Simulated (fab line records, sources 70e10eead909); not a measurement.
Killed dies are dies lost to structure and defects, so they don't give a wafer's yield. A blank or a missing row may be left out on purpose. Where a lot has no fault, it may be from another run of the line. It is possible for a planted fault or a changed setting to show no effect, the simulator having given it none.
Which tool is to blame? || flow nand harc || 6 lots, 18 wafers sampled, at 5 steps of a route of 1302

WHAT THE GAUGES SHOWED, per wafer
NHARC_END_SORT_01.
{"lot": "L428", "measured": "day 28 23:52", "on": "prober-02", "killed at array": 41}

WHICH TOOL RAN EACH LOT (tool, then ch and the chambers of the sampled wafers, then the start)
{"lot": "L418", "NHARC_A_CONTACT_ETCH_88": "rie diel-01 ch 0,1,2, day 22 23:41", "NHARC_A_CONTACT_ETCH_134": "har cap etch-03 ch 0, day 23 00:45", "NHARC_A_CONTACT_ETCH_135": "har cap etch-03 ch 0, day 23 00:58", "NHARC_A_CONTACT_ALD_18": "ald metal-03 ch 1,2,3, day 23 03:45"}
{"lot": "L421", "NHARC_A_CONTACT_ETCH_88": "rie diel-01 ch 1,3, day 23 14:05", "NHARC_A_CONTACT_ETCH_134": "har cap etch-03 ch 0,1, day 23 15:10", "NHARC_A_CONTACT_ETCH_135": "har cap etch-03 ch 0,1, day 23 15:27", "NHARC_A_CONTACT_ALD_18": "ald metal-02 ch 0,1,3, day 23 18:40"}
{"lot": "L428", "NHARC_A_CONTACT_ETCH_88": "rie diel-04 ch 0,1,3, day 26 17:01", "NHARC_A_CONTACT_ETCH_134": "har cap etch-01 ch 0,1, day 26 18:05", "NHARC_A_CONTACT_ETCH_135": "har cap etch-01 ch 0,1, day 26 18:18", "NHARC_A_CONTACT_ALD_18": "ald metal-03 ch 0,2, day 26 21:15"}
{"lot": "L435", "NHARC_A_CONTACT_ETCH_88": "rie diel-01 ch 2,3, day 29 22:56", "NHARC_A_CONTACT_ETCH_134": "har cap etch-01 ch 0,1, day 30 00:07", "NHARC_A_CONTACT_ETCH_135": "har cap etch-01 ch 0,1, day 30 00:20", "NHARC_A_CONTACT_ALD_18": "ald metal-03 ch 1,3, day 30 03:07"}
{"lot": "L436", "NHARC_A_CONTACT_ETCH_88": "rie diel-07 ch 2,3, day 30 06:46", "NHARC_A_CONTACT_ETCH_134": "har cap etch-02 ch 0,1, day 30 08:04", "NHARC_A_CONTACT_ETCH_135": "har cap etch-02 ch 0,1, day 30 08:17", "NHARC_A_CONTACT_ALD_18": "ald metal-02 ch 0,1,3, day 30 11:07"}
{"lot": "L438", "NHARC_A_CONTACT_ETCH_88": "rie diel-04 ch 1,2,3, day 32 09:38", "NHARC_A_CONTACT_ETCH_134": "har cap etch-03 ch 0,1, day 32 10:40", "NHARC_A_CONTACT_ETCH_135": "har cap etch-03 ch 0,1, day 32 10:53", "NHARC_A_CONTACT_ALD_18": "ald metal-04 ch 0,1,3, day 32 13:40"}
- NHARC_A_CONTACT_ETCH_88: etches the open film in CF4, target depth 39 nm, time 65 s.
- NHARC_A_CONTACT_ETCH_134: etches the open film in C4F8/O2/Ar, time 140 s, target depth 700 nm.
- NHARC_A_CONTACT_ETCH_135: etches the open film in C4F8/O2/Ar, time 311 s, target depth 1912 nm.
- NHARC_A_CONTACT_ALD_18: deposits TiN, target thk 3 nm, pulse time 1 s, ald cycles 150.

THE ANSWER, worked out from the rows above alone
Rule: the usual values come from the lots themselves. The widest of any qualifying gaps counts: lots, ordered by their means at a reading, are off when they make up no more than a third of the lots, leave a main group of 4 or more, and stand apart from it by 3 or more times the standard deviation of that group's means. A main group is skipped when, at the precision printed for the reading in the tables above, its means are all equal. Also off: a lot with no number at a reading for which 4 or more lots have one. Any other lot the step has rows for is counted as sound.
Nothing can be told from this: no lot is off at any reading shown.

WHAT WAS PUT IN BY THE SIMULATOR
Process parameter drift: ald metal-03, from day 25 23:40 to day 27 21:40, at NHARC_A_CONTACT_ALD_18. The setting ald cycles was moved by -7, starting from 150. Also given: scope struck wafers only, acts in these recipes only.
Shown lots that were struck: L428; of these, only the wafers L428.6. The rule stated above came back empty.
